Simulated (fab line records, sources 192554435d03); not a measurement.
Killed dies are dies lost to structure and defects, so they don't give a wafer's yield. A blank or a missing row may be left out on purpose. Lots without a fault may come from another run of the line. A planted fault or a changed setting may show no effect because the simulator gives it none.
fab line records | flow n5_finfet
record lots=11 wafers=29 last_day=19
route steps=1938 shown HKMG_FIN@387 BEOL_M4@1111 PASSIVATION@1936
lots that met no fault: from a run of the same line without faults
start_h: hours from the record's first day to the start of the lot's first wafer shown | wait_h: hours since the lot's step before | " the same as in the row above | L1.1+2: a row that stands for several wafers | - no value, or no start given | * or withheld: withheld | < > ~ a bound
route shown NAME@n: a module of which the file shows steps, and the number in the route of the first | usual: mean/standard deviation of fault-free wafers | same: alike in all rows | chamber/n: place in a boat | sites: the reading at each site | _std_site: their standard deviation | _edge_site: outer sites' mean less inner sites' | radius_mm: how far each site lies from the wafer's centre | mask NAME#n: copy n | behind: the tool/chamber that last shaped the wafer | hold: why the lot was held/for how many hours/how that ended | device: the transistor (n, p or np) that didn't switch | end of line: the same wafers' tests at the end of the route | a step without rows: its recipe alone | killed: dies lost to structure and defects at the first sort, not the wafer's yield | map: a wafer's dies, x killed, . not, _ none there
set.NAME: the setting as run; set.NAME@STEP: as run at that earlier step | model.NAME: the simulator's own value behind a step, which no gauge read
steps of the route over a sample of lots; a table a step, a row a wafer
services: from which hour (start_h, from the record's first day; less than 0 if before it) a tool's chamber was out of use, for how many hours, and why
## steps
# step N5_HKMG_FIN_HK_ANNEAL_02
# recipe temp_c=700 time_s=30 ambient=N2 idle_temp_c=600 ramp_up_c_per_s=150 ramp_down_c_per_s=60 cool_to_c=600
# usual lamp_power_pct=8.79/0.052 lamp_zone_3_pct=8.798/0.012 wafer_temp_C_max=703.1/0.69
# columns lot.wafer tool chamber start_h wait_h lamp_power_pct lamp_zone_3_pct wafer_temp_C_max
L549.2 rtp_anneal-02 0 68.56 0.1 8.85 8.813 703.2
L549.3 " 0 " " 8.77 8.822 702.3
L549.5 " 0 " " 8.79 8.806 703.0
L550.3 rtp_anneal-02 0 78.60 0.2 8.78 8.795 701.4
L550.4 " 0 " " 8.74 8.816 703.5
L551.1 rtp_anneal-01 0 92.70 0.1 8.72 8.797 703.5
L551.5 " 0 " " 8.78 8.821 702.0
L551.6 " 0 " " 8.81 8.816 704.0
L552.1 rtp_anneal-01 0 98.53 0.1 8.76 8.814 703.3
L552.5 " 0 " " 8.73 8.786 703.2
L553.3 rtp_anneal-01 0 100.96 0.2 8.67 8.804 702.6
L553.6 " 0 " " 8.76 8.808 703.3
L562.4 rtp_anneal-01 0 151.62 0.2 8.80 8.811 702.8
L562.5 " 0 " " 8.82 8.790 702.6
L562.6 " 0 " " 8.73 8.810 704.5
L564.1 rtp_anneal-01 0 162.91 0.2 8.89 8.796 703.4
L564.3 " 0 " " 8.79 8.787 703.2
L564.5 " 0 " " 8.83 8.807 704.2
L568.1 rtp_anneal-02 0 187.39 0.1 8.80 8.767 703.3
L568.3 " 0 " " 8.84 8.804 703.1
L569.1 rtp_anneal-01 0 192.16 0.1 8.85 8.812 704.9
L569.2 " 0 " " 8.80 8.782 701.8
L569.5 " 0 " " 8.84 8.797 703.9
L570.1 rtp_anneal-02 0 198.16 0.2 8.79 8.781 703.0
L570.5 " 0 " " 8.80 8.776 702.8
L570.6 " 0 " " 8.89 8.784 703.6
L571.3 rtp_anneal-01 0 207.00 0.2 8.75 8.802 702.9
L571.5 " 0 " " 8.76 8.797 703.1
L571.6 " 0 " " 8.89 8.814 702.3
# step N5_HKMG_FIN_ALD_75
# recipe material=Al2O3 target_thk_a=10 temp_c=150 ald_precursor_family=TMA ald_co_reactant=H2O pulse_time_s=withheld co_reactant_pulse_time_s=1
# usual heater_power_w=152/23 precursor_pulse_height_rel=0.998/0.019
# columns lot.wafer tool chamber start_h wait_h heater_power_w precursor_pulse_height_rel
L549.2 ald_hk-02 2 68.90 0.1 136 1.019
L549.3 " 1 " " 151 1.027
L549.5 " 2 " " 130 1.022
L550.3 ald_hk-03 3 78.83 0.0 206 1.001
L550.4 " 0 " " 162 0.994
L551.1 ald_hk-03 0 93.00 0.0 164 1.007
L551.5 " 3 " " 202 0.970
L551.6 " 2 " " 177 0.986
L552.1 ald_hk-01 0 98.82 0.0 151 1.005
L552.5 " 3 " " 162 0.992
L553.3 ald_hk-02 3 101.19 0.0 131 1.006
L553.6 " 1 " " 155 0.954
L562.4 ald_hk-02 2 151.89 0.1 133 1.014
L562.5 " 3 " " 135 0.999
L562.6 " 2 " " 135 1.002
L564.1 ald_hk-01 3 163.20 0.0 163 1.029
L564.3 " 0 " " 150 0.981
L564.5 " 2 " " 138 1.006
L568.1 ald_hk-03 1 187.68 0.0 118 1.018
L568.3 " 2 " " 174 1.013
L569.1 ald_hk-03 1 192.46 0.0 119 1.024
L569.2 " 3 " " 201 0.966
L569.5 " 1 " " 118 1.024
L570.1 ald_hk-03 2 198.45 0.0 173 0.995
L570.5 " 2 " " 172 1.011
L570.6 " 1 " " 118 0.992
L571.3 ald_hk-02 1 207.23 0.0 154 1.027
L571.5 " 3 " " 137 0.995
L571.6 " 2 " " 132 0.993
# step N5_HKMG_FIN_STRIP_93
# recipe chemistry=N2/H2 material=SOC time_s=20 power_w=500 temp_c=40 pressure_mtorr=50 rf_frequency_hz=6e+07 bias_power_w=8 h2_frac=0.5 n2_flow_sccm=300 h2_flow_sccm=300
# usual drypump_motor_current_A=5.7/0.43 oes_product_au=0.77/0.092 rf_vpp_V=54.4/0.91 showerhead_plenum_p_Torr=3.38/0.11 temp_c=40.01/0.11 throttle_valve_pct=18.9/0.34
# columns lot.wafer tool chamber start_h wait_h drypump_motor_current_A oes_product_au rf_hours_counter_h rf_vpp_V showerhead_plenum_p_Torr temp_c throttle_valve_pct
L549.2 rie_diel-02 3 70.71 0.2 5.7 0.71 228 54.1 3.28 39.90 18.6
L549.3 " 1 " " 5.5 0.71 208 54.5 3.35 40.13 19.4
L549.5 " 2 " " 5.3 0.81 - 57.0 3.51 39.89 18.9
L550.3 rie_diel-02 1 80.11 0.2 5.5 0.70 211 54.5 3.35 40.00 19.5
L550.4 " 3 " " 5.7 0.70 231 53.1 3.28 39.90 18.6
L551.1 rie_diel-04 0 94.24 0.2 5.8 0.72 182 54.5 3.51 39.98 19.3
L551.5 " 0 " " 5.8 0.73 - 53.6 3.51 40.03 19.3
L551.6 " 1 " " 5.7 0.79 - 54.1 3.38 39.97 19.1
L552.1 rie_diel-04 2 100.31 0.2 6.2 0.68 240 54.2 3.17 40.10 19.0
L552.5 " 2 " " 6.2 0.69 - 53.6 3.17 39.76 19.0
L553.3 rie_diel-04 3 102.80 0.2 6.0 0.68 244 54.1 3.46 39.94 19.2
L553.6 " 3 " " 6.0 0.67 - 53.2 3.47 40.03 19.2
L562.4 rie_diel-03 0 153.89 0.0 5.0 0.86 - 55.3 3.39 39.98 18.3
L562.5 " 1 " " 5.8 0.67 - 53.8 3.32 39.91 18.7
L562.6 " 2 " " 5.2 0.74 - 53.8 3.20 39.86 18.7
L564.1 rie_diel-03 3 165.15 0.2 4.9 0.95 3 57.2 3.57 39.94 18.8
L564.3 " 0 " " 5.0 0.86 38 54.4 3.39 40.09 18.3
L564.5 " 2 " " 5.3 0.74 - 53.4 3.19 39.98 18.8
L568.1 rie_diel-02 3 188.96 0.2 5.7 0.96 9 55.3 3.26 39.87 18.2
L568.3 " 1 " " 5.4 0.68 249 55.3 3.33 39.94 19.5
L569.1 rie_diel-03 1 194.05 0.2 5.8 0.66 227 54.1 3.31 39.95 18.8
L569.2 " 0 " " 5.0 0.85 48 56.4 3.38 39.94 18.3
L569.5 " 1 " " 5.8 0.66 - 55.4 3.31 39.96 18.7
L570.1 rie_diel-04 0 199.73 0.2 5.8 0.70 219 54.8 3.49 40.01 19.4
L570.5 " 3 " " 6.0 0.88 - 55.1 3.45 39.90 18.8
L570.6 " 2 " " 6.2 0.94 - 53.2 3.56 40.24 18.6
L571.3 rie_diel-04 0 208.52 0.2 5.8 0.69 221 55.2 3.49 40.11 19.4
L571.5 " 2 " " 6.3 0.92 - 55.7 3.56 40.03 18.6
L571.6 " 1 " " 5.7 0.74 - 53.1 3.36 39.97 19.2
# step N5_HKMG_FIN_ALD_36
# recipe material=TiN target_thk_a=10 temp_c=400 ald_precursor_family=TiCl4 ald_co_reactant=NH3 pulse_time_s=1 purge_time_s=3 co_reactant_purge_time_s=2 co_reactant_pulse_time_s=2 ald_cycles=47 pressure_torr=3
# usual ald_cycles=47/0 heater_power_w=858/60 precursor_pulse_height_rel=1.002/0.022
# same pulse_time_s=1
# columns lot.wafer tool chamber start_h wait_h ald_cycles heater_power_w precursor_pulse_height_rel
L549.2 ald_metal-02 0 72.11 0.0 47 843 0.997
L549.3 " 2 " " 47 882 1.003
L549.5 " 3 " " 47 799 1.018
L550.3 ald_metal-02 1 81.52 0.0 47 787 1.004
L550.4 " 2 " " 47 849 0.990
L551.1 ald_metal-04 3 95.79 0.0 47 902 0.993
L551.5 " 2 " " 47 877 1.031
L551.6 " 3 " " 47 887 1.004
L552.1 ald_metal-01 0 101.71 0.0 47 884 0.964
L552.5 " 2 " " 47 970 1.018
L553.3 ald_metal-01 0 104.20 0.0 47 912 1.029
L553.6 " 3 " " 47 849 1.015
L562.4 ald_metal-01 2 155.25 0.0 44 953 1.026
L562.5 " 2 " " 47 943 0.969
L562.6 " 3 " " 44 840 1.038
L564.1 ald_metal-01 2 166.65 0.0 47 960 0.970
L564.3 " 0 " " 44 917 1.005
L564.5 " 2 " " 47 969 0.978
L568.1 ald_metal-02 3 190.39 0.0 47 813 0.964
L568.3 " 0 " " 47 886 0.978
L569.1 ald_metal-04 2 195.46 0.0 47 874 0.997
L569.2 " 0 " " 47 858 1.008
L569.5 " 3 " " 47 910 1.006
L570.1 ald_metal-02 0 201.13 0.0 47 830 0.995
L570.5 " 2 " " 47 854 0.990
L570.6 " 1 " " 47 783 1.045
L571.3 ald_metal-04 2 209.91 0.0 47 874 0.990
L571.5 " 1 " " 47 760 0.975
L571.6 " 0 " " 47 841 1.014
# step N5_BEOL_M4_RC_MEAS_101
# usual DIBL_N=36.4/2.2 DIBL_P=36.3/2.5 IOFF_N=0.17/0.052 IOFF_P=0.23/0.049 ION_N=674/17 ION_P=464/11 SS_N=71.7/0.98 SS_P=73.3/0.84 VT_N=250/4 VT_P=-249/3.8
# columns lot.wafer tool chamber start_h wait_h DIBL_N[mV/V] DIBL_P[mV/V] IOFF_N[nA/um] IOFF_P[nA/um] ION_N[uA/um] ION_P[uA/um] SS_N[mV/dec] SS_P[mV/dec] VT_N[mV] VT_P[mV]
L549.2 prober-02 0 175.89 0.2 36.9 38.2 0.18 0.25 708 483 71.2 73.4 246 -246
L549.3 " 0 " " 40.0 41.8 0.23 0.32 704 487 72.4 75.1 245 -243
L549.5 " 0 " " 38.3 40.1 0.19 0.30 682 472 72.0 75.2 246 -245
L550.3 prober-01 0 186.41 0.3 36.5 36.3 0.15 0.22 686 466 71.0 72.7 247 -249
L550.4 " 0 " " 34.8 33.8 0.11 0.18 627 440 71.2 73.0 259 -257
L552.1 prober-02 0 228.12 0.0 37.2 36.4 0.19 0.25 657 448 73.0 74.4 248 -247
L552.5 " 0 " " 38.7 39.8 0.22 0.33 654 455 72.3 75.3 247 -245
L553.3 prober-01 0 233.47 0.3 35.7 36.6 0.16 0.28 683 483 71.7 73.1 250 -239
L553.6 " 0 " " 39.7 41.8 0.26 0.42 714 495 71.7 74.6 241 -238
L551.1 prober-02 0 239.10 0.0 37.6 38.8 0.21 0.33 691 477 71.3 73.8 246 -242
L551.5 " 0 " " 36.1 35.6 0.16 0.25 686 481 71.6 73.1 251 -244
L551.6 " 0 " " 33.2 33.2 0.12 0.21 656 464 70.8 72.4 256 -247
L562.4 prober-02 0 284.88 0.5 37.1 35.3 0.16 0.18 704 467 71.8 72.6 245 -250
L562.5 " 0 " " 43.4 42.4 0.33 0.33 675 454 74.1 74.4 241 -248
L562.6 " 0 " " 36.0 35.2 0.15 0.18 685 468 71.4 72.4 250 -254
L564.1 prober-02 0 304.17 0.0 35.7 36.6 0.15 0.21 668 456 71.0 73.7 253 -251
L564.3 " 0 " " 38.6 40.5 0.22 0.27 696 469 72.7 75.0 246 -249
L564.5 " 0 " " 38.5 39.7 0.19 0.26 661 455 72.6 74.8 248 -249
L568.1 prober-02 0 317.45 0.0 36.8 36.9 0.18 0.24 689 468 71.7 72.9 245 -248
L568.3 " 0 " " 38.1 38.4 0.19 0.25 679 463 72.0 73.9 246 -245
L569.1 prober-01 0 326.37 0.0 33.2 33.6 0.11 0.17 667 459 70.6 71.8 252 -249
L569.2 " 0 " " 37.1 37.4 0.18 0.23 695 472 72.1 72.9 244 -244
L569.5 " 0 " " 35.7 35.1 0.15 0.18 659 451 70.6 72.5 251 -252
L570.1 prober-02 0 331.96 0.0 35.2 34.1 0.15 0.20 683 464 71.3 72.3 249 -251
L570.5 " 0 " " 35.0 34.6 0.14 0.20 675 466 71.2 72.1 251 -250
L570.6 " 0 " " 36.6 36.3 0.17 0.23 689 470 72.5 73.7 249 -249
L571.3 prober-01 0 348.84 0.3 35.3 35.1 0.15 0.21 679 470 71.6 73.5 252 -248
L571.5 " 0 " " 37.2 37.3 0.19 0.24 687 470 71.8 73.9 247 -249
L571.6 " 0 " " 32.0 30.7 0.11 0.16 676 470 69.8 72.2 255 -253
# step N5_PASSIVATION_PROBE_49
# usual defect_limited_yield=91.2/1.4 killed_at_M0_to_M3=34/9.3 killed_at_M4_up=14/5.9 killed_at_contacts=14/5.7 killed_at_front_end=38/10 killed_at_other=4/3.2 killed_dies=104/17 killed_open=67/13 killed_short=33/6.9 sort_bin_5_function=5.2/1 sort_bin_6_memory=3.3/0.61 sort_bin_8_speed=0.3/1.8 sort_n_pass=1069/52 sort_yield_pct=91/4.4
# same gross_dies=1180 killed_at_back_side=0 sort_bin_4_leakage[%]=0
# columns lot.wafer tool chamber start_h wait_h defect_limited_yield[%] killed_at_M0_to_M3 killed_at_M4_up killed_at_contacts killed_at_front_end killed_at_other killed_dies killed_open killed_short sort_bin_5_function[%] sort_bin_6_memory[%] sort_bin_8_speed[%] sort_n_pass sort_yield_pct[%]
L564.1 prober-02 - 416.73 0.0 87.5 49 17 11 36 34 147 79 32 8.1 3.9 0 1033 88
L564.3 prober-02 - 416.83 0.1 88.6 51 10 18 22 34 135 67 39 7.1 4.1 0 1045 89
L564.5 prober-02 - 416.93 0.2 89.6 50 18 6 46 3 123 77 40 4.9 4.6 0 1057 90
# killed by level:class
L564.1 PASSIVATION:area_etch=34 STI_FIN_REVEAL:geometric_particle:open=13 BEOL_M3:geometric_particle:open=12 BEOL_M0_SAQP:geometric_particle:open=10 MOL_CONTACT_COAG:geometric_particle:open=8 BEOL_M5:geometric_particle:open=7 FIN_SAQP:geometric_particle:short=6 BEOL_M0_SAQP:geometric_particle:short=6
L564.3 PASSIVATION:area_etch=23 MOL_CONTACT_COAG:geometric_particle:open=17 BEOL_M1:geometric_particle:open=17 BEOL_M0_SAQP:geometric_particle:short=9 BEOL_M2:geometric_particle:open=7 BEOL_M1:geometric_particle:short=6 BEOL_M4:geometric_particle:open=5 GATE_CUT:geometric_particle:short=4
L564.5 FIN_SAQP:geometric_particle:open=10 BEOL_M3:geometric_particle:open=10 STI_FIN_REVEAL:geometric_particle:open=9 BEOL_M0_SAQP:geometric_particle:short=9 BEOL_M0_SAQP:geometric_particle:open=8 BEOL_M2:geometric_particle:open=8 FIN_SAQP:geometric_particle:short=7 GATE_CUT:geometric_particle:short=7
## services
# columns tool chamber start_h hours kind
rie_diel-03 3 45.61 4.3 repair
rie_diel-02 1 52.92 1.5 repair
rie_diel-04 0 57.66 4.1 repair
rie_diel-02 0 73.23 5.6 repair
rie_diel-02 0 82.78 5.5 repair
ald_metal-01 3 91.74 2.4 repair
rie_diel-04 0 98.94 4.2 repair
ald_hk-01 - 104.28 2.8 pm
ald_hk-02 - 109.38 8.7 pm
rie_diel-04 3 118.34 - clean
rie_diel-04 3 118.34 - consumable_replace:focus_ring
rie_diel-04 3 118.34 17.5 scheduled_down
rie_diel-04 3 118.34 17.5 vent_cycle
ald_metal-01 - 118.89 1.0 repair
rtp_anneal-02 - 120.30 3.9 pm
rie_diel-04 2 135.83 - clean
rie_diel-04 2 135.83 - consumable_replace:focus_ring
rie_diel-04 0 148.13 4.3 repair
ald_hk-02 - 150.67 0.5 repair
ald_metal-02 - 152.73 8.7 pm
ald_hk-01 - 158.97 2.2 repair
ald_metal-04 - 189.13 6.0 pm
rie_diel-03 0 201.11 2.7 repair
ald_metal-01 - 209.19 8.7 pm
## key
first_sign step=N5_HKMG_FIN_ALD_36 reading=ald_cycles direction=down sigmas=99+ usual=* struck=*
effect none on later readings
met_at N5_HKMG_FIN_ALD_36
struck_lots L562,L564
struck_wafers L562.4,L562.6,L564.3
baseline_loss step=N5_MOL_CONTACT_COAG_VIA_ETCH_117 wafers=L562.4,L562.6
baseline_loss step=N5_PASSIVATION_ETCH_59 wafers=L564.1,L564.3
not_acting_at N5_HKMG_FIN_HK_ANNEAL_02,N5_HKMG_FIN_ALD_75,N5_HKMG_FIN_STRIP_93
onset_between 104.20 155.25
fault kind=process_parameter_drift tool=ald_metal-01 chamber=- onset_h=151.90 steps=N5_HKMG_FIN_ALD_36 channel=ald_cycles offset=* shape=step end_h=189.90 scope=struck_wafers_only acts_in=* stated=*
# baseline_loss: these wafers lose ten dies or more at that step, a loss of the line's own and not of a fault; the sort's usual values leave them out
